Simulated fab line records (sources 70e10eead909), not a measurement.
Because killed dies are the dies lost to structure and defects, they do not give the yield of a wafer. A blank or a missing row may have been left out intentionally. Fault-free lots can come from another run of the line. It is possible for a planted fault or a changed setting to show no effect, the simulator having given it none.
A lot that was struck, set against a sound lot    flow nand harc    15 steps out of a route of 1302
Sound: these wafers, L653.1, L653.3, L653.4. Wafers struck: L646.3, L646.4, L646.6. Last of all comes the cause.
Each step with rows lists, per side, the tool, then ch with its chambers, then its first start. Under that, the readings that differ: sound wafers    struck wafers    difference of the means    sigmas: that difference in standard deviations of wafers without a fault.
alike: words and numbers the same on both sides, and readings whose means are apart by under 2 such deviations; not compared: readings that were withheld, readings missing a value for some wafer, numbers with overlapping values and no deviation given by the record, and bounds like >300 which may hide the same value.
Wherever a step has rows on one side only, a row that says differs or no value, or a row with sigmas, the two part there. Numbers that don't overlap but have no deviation are shown without sigmas and don't part them. A reading missing from all wafers of one side parts the sides only when that side holds two or more wafers.

NHARC_A_ZERO_WELL_DESCUM_12: chemistry O2, time 3 s.
  sound on rie diel-08 ch 0,3, day 11 05:47; struck on rie diel-10 ch 1,2,3, day 8 01:44
  alike: drypump motor current A, oes product au, rf vpp V, showerhead plenum p Torr, throttle valve pct
  not compared: rf hours counter h
NHARC_A_ZERO_WELL_ETCH_19: etches the open film in N2/H2, target depth 80 nm, overetch 24 nm, time 87.88 s.
  sound on rie diel-08 ch 0,2, day 11 05:53; struck on rie diel-10 ch 0,1,2, day 8 01:49
reading                sound              struck             difference  sigmas
oes product au (a.u.)  0.980 0.986 0.986  0.998 0.999 1.008  +0.018      +2
  alike: drypump motor current A, rf vpp V, showerhead plenum p Torr, throttle valve pct
  not compared: rf hours counter h
NHARC_A_ZERO_WELL_ETCH_13: etches the open film in HBr/Cl2, target depth 120 nm, time 40.1 s.
  sound on rie si-06 ch 0,1,2, day 11 06:01; struck on rie si-01 ch 0,2,3, day 8 01:55
  alike: drypump motor current A, he backside leak sccm, oes product au, throttle valve pct
  not compared: rf hours counter h
then, 4 steps without rows for these wafers: NHARC_A_ZERO_WELL_STRIP_14 (strips in SPM, time 900 s); NHARC_A_ZERO_WELL_IMPLANT_15; NHARC_A_ZERO_WELL_PRECLEAN_22 (cleans in SC1, time 60 s); NHARC_A_ZERO_WELL_SRD_23.
NHARC_A_ZERO_WELL_RTA_16: time 10 s.
  sound on rtp anneal-01 ch 0, day 11 06:55; struck on rtp anneal-02 ch 0, day 8 02:53
reading              sound           struck          difference  sigmas
lamp power pct (%)   32.0 32.0 32.0  33.6 33.5 33.6  +1.6        +2
lamp_zone_7_pct (%)  32.5 32.4 32.5  34.1 34.1 34.1  +1.6        +2
  alike: wafer_temp_C_max
NHARC_A_ZERO_WELL_INSPECT_17:
  struck on defect inspect-02, day 8 03:01; sound on defect inspect-01, day 11 07:07
reading           sound  struck    difference  sigmas
raw defect count  7 5 9  22 23 31  +18         +3
then, 2 steps without rows for these wafers: NHARC_A_SOURCE_PLATE_PRECLEAN_00 (cleans in HF-LAST, time 60 s); NHARC_A_SOURCE_PLATE_SRD_01.
NHARC_A_SOURCE_PLATE_OXIDE_02: material SiO2, target thk 10 nm, ox time 1362 s.
  sound on furnace-03 ch 0, day 11 08:31; struck on furnace-07 ch 0, day 8 10:09
  alike: ox temp c, ox time s, zone power bottom pct
NHARC_A_SOURCE_PLATE_THK_MEAS_09: measures by ellipsometry.
  struck on film metro-02, day 8 14:28; sound on film metro-01, day 11 12:35
reading      sound         struck          difference  sigmas
thk nm (nm)  9.3 10.2 7.8  16.7 16.4 15.3  +7.0        +7
then, 1 step without rows for these wafers: NHARC_A_SOURCE_PLATE_PVD_04 (deposits WSi2, target thk 50 nm).
-- record jumps: 17 days between struck wafers' starts before vs after; left off in module A_SOURCE_PLATE, resumes in module END, first step shown is number 1302 of the route --
NHARC_END_SORT_01:
  the record has rows for the struck wafers here (prober-02 ch 0, day 25 17:24) and none for the sound ones

== WHERE THEY PART ==
First at NHARC_A_ZERO_WELL_ETCH_19; last, within this record, at NHARC_END_SORT_01.

WHY: the cause the simulator had injected
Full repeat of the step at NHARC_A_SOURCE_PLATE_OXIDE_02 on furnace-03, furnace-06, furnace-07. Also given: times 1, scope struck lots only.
